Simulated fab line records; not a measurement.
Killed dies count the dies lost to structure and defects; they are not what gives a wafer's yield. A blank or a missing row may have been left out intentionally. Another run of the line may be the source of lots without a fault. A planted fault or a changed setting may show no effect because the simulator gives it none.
Struck lot and sound lot, side by side :: flow nand-harc :: 14 out of 1159 route steps
Sound: the wafers L677.2, L677.3, L677.5. Wafers struck: L686.3, L686.4, L686.6. The cause is given at the end.
Each step with rows lists, per side, the tool, then ch with its chambers, then its first start. Under that, the readings that differ: sound wafers :: struck wafers :: difference of the means :: sigmas: that difference in standard deviations of wafers without a fault.
alike: readings with means less than 2 such deviations apart, plus words and numbers identical on both sides. not compared: withheld readings, readings lacking a value on some wafer, bounds such as >300 that could conceal the same value, and numbers that have no deviation in the record and whose values overlap.
A row with sigmas, a row that says differs or no value, or rows on one side alone: a step with any of these is where the two part. Numbers that don't overlap but have no deviation are shown without sigmas and don't part them. A reading that every wafer of one side lacks parts them only if that side has two wafers or more.

first, 1 step without rows for these wafers: NHARC_A_ONON_D1_DEP_03 (target thk 1000 nm).
NHARC_A_ONON_D1_THK_MEAS_05: measures by ellipsometry.
  sound on film-metro-02, day 8 11:39; struck on film-metro-02, day 10 17:28
  alike: thk-nm
then, 1 step without rows for these wafers: NHARC_A_ONON_D1_DEP_06 (target thk 1000 nm).
NHARC_A_ONON_D1_THK_MEAS_08: measures by ellipsometry.
  sound on film-metro-02, day 8 12:13; struck on film-metro-01, day 10 18:02
  alike: thk-nm
then, 1 step without rows for these wafers: NHARC_A_ONON_D1_DEP_09 (target thk 1000 nm).
NHARC_A_ONON_D1_THK_MEAS_11: measures by ellipsometry.
  sound on film-metro-02, day 8 12:47; struck on film-metro-02, day 10 18:37
  alike: thk-nm
then, 1 step without rows for these wafers: NHARC_A_ONON_D1_DEP_12 (target thk 1000 nm).
NHARC_A_ONON_D1_THK_MEAS_14: measures by ellipsometry.
  sound on film-metro-02, day 8 13:21; struck on film-metro-02, day 10 19:10
  alike: thk-nm
then, 2 steps without rows for these wafers: NHARC_A_ONON_D1_ANNEAL_15 (time 3600 s); NHARC_A_ONON_D1_DEP_16 (target thk 1000 nm).
NHARC_A_ONON_D1_THK_MEAS_18: measures by ellipsometry.
  sound on film-metro-02, day 8 20:28; struck on film-metro-01, day 11 03:15
  alike: thk-nm
NHARC_A_ONON_D1_DEP_19: target thk 1000 nm.
  sound on pecvd-onon-04 ch 0, day 8 20:34; struck on pecvd-onon-02 ch 0, day 11 03:34
  alike: susceptor-temp-C
NHARC_A_ONON_D1_THK_MEAS_21: measures by ellipsometry.
  sound on film-metro-01, day 8 21:02; struck on film-metro-02, day 11 03:57
reading: thk-nm (nm)
sound: 1011 1009 1011
struck: 952 951 953
difference: -58
sigmas: -7
then, 1 step without rows for these wafers: NHARC_A_ONON_D1_DEP_22 (target thk 1000 nm).

## WHERE THEY PART
Only at NHARC_A_ONON_D1_THK_MEAS_21, as far as this record shows.

WHY: the cause the simulator had injected
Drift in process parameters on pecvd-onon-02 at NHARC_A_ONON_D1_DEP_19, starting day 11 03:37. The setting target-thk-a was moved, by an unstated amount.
